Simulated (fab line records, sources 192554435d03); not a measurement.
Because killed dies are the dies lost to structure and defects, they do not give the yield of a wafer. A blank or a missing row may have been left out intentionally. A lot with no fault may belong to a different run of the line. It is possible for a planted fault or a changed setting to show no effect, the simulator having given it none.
Split-lot experiment ; flow n5_finfet ; route with 1938 steps; 7 lots, 21 wafers read

## THE SPLIT ITSELF
At N5_MIM_TOP_LITHO_EXPOSE_05 (exposes mask MIM TOP, target cd 2000 nm), the setting dose_mj was moved away from the recipe's 20.5 on 4 of the 21 wafers read, by -2.1% to +7.3%. This setting was run at the recipe's value on the other wafers.

## FROM THE SPLIT TO THE READING: what the file shows between them, 3 steps
- N5_MIM_TOP_LITHO_PEB_06
- N5_MIM_TOP_LITHO_DEVELOP_07: develop time 60 s
- N5_MIM_TOP_LITHO_HARDBAKE_09: time 120 s

## THE READING
cd_nm (nm) at N5_MIM_TOP_LITHO_CD_MEAS_08, where the cd target is 2000 nm. Fault-free wafers of this fab line usually give 1998.5 nm, standard deviation 1.9 nm.

wafer;tool, chamber at the split;dose_mj as run;against the recipe;cd_nm, nm;against lot-mates on the recipe
L077.2;krf_scanner-01, 0;21.35;+4.1%;1990.9;-8.5
L077.4;krf_scanner-01, 0;21.35;+4.1%;1989.7;-9.7
L077.5;krf_scanner-01, 0;20.5;recipe;1999.4;-
L079.1;krf_scanner-01, 0;20.07;-2.1%;2001.5;+5.1
L079.5;krf_scanner-01, 0;20.5;recipe;1996.2;-
L079.6;krf_scanner-01, 0;20.5;recipe;1996.6;-
L082.1;krf_scanner-02, 0;20.5;recipe;1997.1;-
L082.2;krf_scanner-02, 0;20.5;recipe;1996.8;-
L082.5;krf_scanner-02, 0;20.5;recipe;1998.0;-
L085.1;krf_scanner-01, 0;20.5;recipe;1999.0;-
L085.5;krf_scanner-01, 0;20.5;recipe;1997.5;-
L085.6;krf_scanner-01, 0;20.5;recipe;2000.5;-
L089.1;krf_scanner-01, 0;20.5;recipe;1998.8;-
L089.2;krf_scanner-01, 0;20.5;recipe;1999.9;-
L089.6;krf_scanner-01, 0;20.5;recipe;1997.0;-
L093.4;krf_scanner-01, 0;20.5;recipe;1998.6;-
L093.5;krf_scanner-01, 0;20.5;recipe;1998.1;-
L093.6;krf_scanner-01, 0;22;+7.3%;1983.9;-14.4
L095.1;krf_scanner-01, 0;20.5;recipe;1998.1;-
L095.2;krf_scanner-01, 0;20.5;recipe;1998.4;-
L095.4;krf_scanner-01, 0;20.5;recipe;1997.4;-

THE FIT
A straight line over all 21 wafers: cd_nm changes by -1.9 nm for each +1% of dose_mj; r = -0.96; the points scatter about the line by 1.1 nm.
The same after taking each lot's own level away (the mean of its wafers on the recipe; 21 wafers): -2.08 nm for each +1%; r = -0.98; scatter 0.81 nm.
According to that fit, moving dose_mj by its largest amount changes the reading by 15 nm.
The span of the lots' own levels, 1996.40 to 1999.40 nm, comes to 1.6 times the standard deviation stated above.
Consequently the slope shifts little with the lot-to-lot level, the two slopes agreeing.
Check: for one of the wafers moved furthest among these (+7.3%), held out of the fit, the line's prediction against its lot-mates is -16.3 nm. It came out at -14.4 nm against them.

## THESE WAFERS: OTHER SPLITS
Note: prior to the reading, these wafers also went through further splits. Each is held against what the fit with the lots' levels taken away leaves over:
other split on the same wafers;wafers away from the commonest value;r with cd_nm (lot level and that fit taken away)
N5_BEOL_M13_COAT_04 spin_rpm;7;+0.09
N5_BEOL_M14_DEP_53 time_s;5;+0.08
N5_BEOL_M15_COAT_04 spin_rpm;5;-0.42

## FILE'S OWN FIT
cd_nm changes by -2.05 nm for each +1% of dose_mj, r = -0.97.
